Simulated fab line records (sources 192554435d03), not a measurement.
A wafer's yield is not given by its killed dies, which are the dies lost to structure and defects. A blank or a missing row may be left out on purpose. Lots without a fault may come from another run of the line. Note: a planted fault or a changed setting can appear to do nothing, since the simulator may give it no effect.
8D (eight disciplines) problem report, filled in by code / flow n5Finfet / the parts of the form that need people (team, actions taken, sign-off) are left out

## 1. PROBLEM STATEMENT
susceptorTempC at N5_MOL_CONTACT_COAG_ALD_20 reads a mean of 369.51 C on 6 wafers of 2 lots; wafers without a fault read 399.94 C with a standard deviation of 0.21. That is -99 or more standard deviations from the usual mean.
The step: deposits TiN, target thk 1.5 nm, pulse time 1 s, purge time 3 s.
Seen first at day 7 05:10 on aldMetal-03, wafer L482.1. The record holds 27 wafers of 9 lots with a number at this step. Rule for "out", or "out of limits": more than 4 standard deviations from the usual mean. The rest of the wafers with a number are treated as sound.

## 2. WHAT THIS IS AND IS NOT
question=which readings at this step | is=susceptorTempC | is not=precursorPulseHeightRel
question=which lots | is=L482, L484 | is not=L473, L475, L477, L490, L491, L494, L496
question=which wafers of those lots | is=all that have a number | is not=-
question=read on which tools | is=aldMetal-03 | is not=aldMetal-02, aldMetal-04
question=when | is=from day 7 05:10 | is not=up to then (9 sound wafers); but 12 sound wafers of L490, L491, L494, L496 came after

## 3. SUSPECTS, AND WHAT RULES EACH OUT
Counting: a tool at a process step up to the reading stays a suspect if it ran every lot that is out and no sound lot after the first of them.
- aldMetal-03 at N5_MOL_CONTACT_COAG_ALD_20 (deposits TiN, target thk 1.5 nm, pulse time 1 s, purge time 3 s): ruled out as a lasting fault. The sound lots L496 went through it after L482, its earliest lot that is out (day 7 05:10).
Left after counting: nothing in the record.

## 4. THE CAUSE (what the simulator had put in)
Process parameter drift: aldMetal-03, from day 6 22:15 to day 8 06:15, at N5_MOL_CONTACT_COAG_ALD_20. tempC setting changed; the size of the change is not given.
Counting ruled it out, wrongly.

## 5. THE EFFECT CHAIN, in route order
Each row: a reading where the mean over the struck wafers with a number is more than 3 standard deviations away from the usual. Only readings whose record carries a usual standard deviation are examined. hours: median over the lots of the time between each lot's start at the first step of this table that gives one and its start at this step. sigmas: the change, counted in usual standard deviations.
hours=0; step=N5_MOL_CONTACT_COAG_ALD_20; reading=susceptorTempC; usual=399.94 C; on struck wafers=369.51; change=-30.43; sigmas=-99 or more
Process steps it contains:
- N5_MOL_CONTACT_COAG_ALD_20: deposits TiN, target thk 1.5 nm, pulse time 1 s, purge time 3 s.
At these later measuring or inspecting steps, every struck wafer for which the step has a row has a number for every such reading, and none has moved that far: N5_BEOL_M4_RC_MEAS_101.

## 6. WHAT WOULD HAVE CAUGHT IT SOONER
7 hours passed between the start of the fault at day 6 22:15 and the first reading out of limits in this record, taken at day 7 05:10.
